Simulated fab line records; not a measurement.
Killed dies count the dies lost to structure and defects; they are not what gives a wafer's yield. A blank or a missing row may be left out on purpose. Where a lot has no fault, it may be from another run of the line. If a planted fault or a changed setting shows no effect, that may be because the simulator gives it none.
Chamber matching / flow n5-finfet / rie-diel-05 running N5_BEOL_M3_STRIP_36: 4 sister chambers
The step strips in N2/H2. 4 wafers are shown with their chamber, then 8 later ones without.

WAFERS WITH THEIR CHAMBER
wafer=L079.1; chamber=2; oes-product-au (a.u.)=0.68
wafer=L085.3; chamber=3; oes-product-au (a.u.)=0.83
wafer=L085.5; chamber=0; oes-product-au (a.u.)=0.71
wafer=L088.1; chamber=1; oes-product-au (a.u.)=0.69

WAFERS WITHOUT THEIR CHAMBER
wafer=L088.2; oes-product-au (a.u.)=0.72
wafer=L088.4; oes-product-au (a.u.)=0.71
wafer=L087.4; oes-product-au (a.u.)=0.70
wafer=L087.5; oes-product-au (a.u.)=0.81
wafer=L087.6; oes-product-au (a.u.)=0.72
wafer=L089.1; oes-product-au (a.u.)=0.70
wafer=L089.3; oes-product-au (a.u.)=0.72
wafer=L089.5; oes-product-au (a.u.)=0.70

WHICH CHAMBER EACH ONE RAN IN
wafer=L088.2; from the rows above=can't be placed: 0 or 1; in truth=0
wafer=L088.4; from the rows above=can't be placed: 0 or 1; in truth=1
wafer=L087.4; from the rows above=can't be placed: 0 or 1 or 2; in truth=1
wafer=L087.5; from the rows above=3; in truth=3
wafer=L087.6; from the rows above=can't be placed: 0 or 1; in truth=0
wafer=L089.1; from the rows above=can't be placed: 0 or 1 or 2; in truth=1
wafer=L089.3; from the rows above=can't be placed: 0 or 1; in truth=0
wafer=L089.5; from the rows above=can't be placed: 0 or 1 or 2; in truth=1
1 of 8 placed correctly. Can't be placed from these rows: 7 (the true chamber is among the candidates in 7). Placed wrongly: 0.
How it was worked out, from the rows above alone: a wafer's distance from a chamber is the root of the sum, over the readings, of the square of ((its reading less the chamber's mean) divided by the reading's scatter). The wafer belongs to the nearest chamber; if the next one is less than 2 further off, it can't be placed. The mean given for a chamber averages the wafers shown for that chamber. The scatter: root of mean squared gap, hidden wafer to nearest shown wafer, with one shown wafer a chamber.
